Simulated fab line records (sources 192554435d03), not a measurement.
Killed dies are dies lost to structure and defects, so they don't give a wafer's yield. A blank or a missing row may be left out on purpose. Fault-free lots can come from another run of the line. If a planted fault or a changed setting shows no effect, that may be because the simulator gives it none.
Split-lot study | flow n5Finfet | 7 lots, 21 wafers read, on a route of 1938 steps

## SPLIT DETAILS
At N5_MIM_TOP_ETCH_ETCH_00 (etches TiN in Cl2/BCl3, target depth 38.5 nm), the setting biasW was moved away from the recipe's 126 W on 6 of the 21 wafers read, by -13.7% to +13.3%. All remaining wafers had this setting at the recipe value.

The reading comes from the split's own step.

## THE READING
MIM_TOP_ETCH.featureDepthNm (the simulator's own value, which no gauge read), in nm, at N5_MIM_TOP_ETCH_ETCH_00 (etches TiN in Cl2/BCl3, target depth 38.5 nm). There is no usual value for it anywhere in the file. The 15 wafers here that ran the recipe average 38.4 nm, standard deviation 0.39 nm.

wafer  | tool, chamber at the split | biasW as run, W | against the recipe | MIM_TOP_ETCH.featureDepthNm, nm | against lot-mates on the recipe
L078.2 | rieMetal-03, 1             | 126             | recipe             | 38.6                            | -
L078.3 | rieMetal-03, 1             | 126             | recipe             | 38                              | -
L078.4 | rieMetal-03, 0             | 126             | recipe             | 38.2                            | -
L079.3 | rieMetal-02, 0             | 126             | recipe             | 38.4                            | -
L079.4 | rieMetal-02, 1             | 126             | recipe             | 38.8                            | -
L079.6 | rieMetal-02, 1             | 126             | recipe             | 38.6                            | -
L085.2 | rieMetal-01, 0             | 115             | -8.7%              | 38                              | -0.6
L085.3 | rieMetal-01, 1             | 126             | recipe             | 38.6                            | -
L085.6 | rieMetal-01, 0             | 115             | -8.7%              | 38                              | -0.6
L089.1 | rieMetal-01, 0             | 126             | recipe             | 39                              | -
L089.3 | rieMetal-01, 0             | 142.7           | +13.3%             | 40.6                            | +1.6
L089.5 | rieMetal-01, 0             | 126             | recipe             | 39                              | -
L090.3 | rieMetal-02, 1             | 126             | recipe             | 38.4                            | -
L090.5 | rieMetal-02, 1             | 108.8           | -13.7%             | 36.4                            | -2.0
L090.6 | rieMetal-02, 1             | 108.8           | -13.7%             | 36.8                            | -1.6
L088.2 | rieMetal-03, 0             | 126             | recipe             | 38                              | -
L088.3 | rieMetal-03, 1             | 126             | recipe             | 38                              | -
L088.5 | rieMetal-03, 1             | 116             | -7.9%              | 37.6                            | -0.4
L093.2 | rieMetal-03, 1             | 126             | recipe             | 38.4                            | -
L093.3 | rieMetal-03, 1             | 126             | recipe             | 37.8                            | -
L093.5 | rieMetal-03, 1             | 126             | recipe             | 37.8                            | -

FIT RESULTS
A straight line over all 21 wafers: MIM_TOP_ETCH.featureDepthNm changes by +0.124 nm for each +1% of biasW; r = +0.87; the points scatter about the line by 0.43 nm.
The same after taking each lot's own level away (the mean of its wafers on the recipe; 21 wafers): +0.112 nm for each +1%; r = +0.94; scatter 0.26 nm.
Per that fit: largest biasW move, reading shift of 1.5 nm.
The lots' own levels span 38.00 to 39.00 nm, that is 2.6 times the standard deviation above.
Hence the slope depends on the lot-to-lot level, as the two fits are not the same.
Check: with one of the wafers moved furthest among these (-13.7%) left out of the fit, the line predicts -1.32 nm for it against its lot-mates. Against them it came out at -2 nm.

## THE WHOLE CHAIN: every reading that the file lists as answering this split, in the file's order
step                    | what it does                                 | reading                                                                      | change (the file's fit)               | r (the file's)
N5_MIM_TOP_ETCH_ETCH_00 | etches TiN in Cl2/BCl3, target depth 38.5 nm | etch.depthNm (the simulator's own value, which no gauge read)                | +0.112 nm for each +1% of the setting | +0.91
N5_MIM_TOP_ETCH_ETCH_00 | etches TiN in Cl2/BCl3, target depth 38.5 nm | MIM_TOP_ETCH.featureDepthNm (the simulator's own value, which no gauge read) | +0.108 nm for each +1% of the setting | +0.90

## THE FILE'S OWN FIT
MIM_TOP_ETCH.featureDepthNm changes by +0.108 nm for each +1% of biasW, r = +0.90.
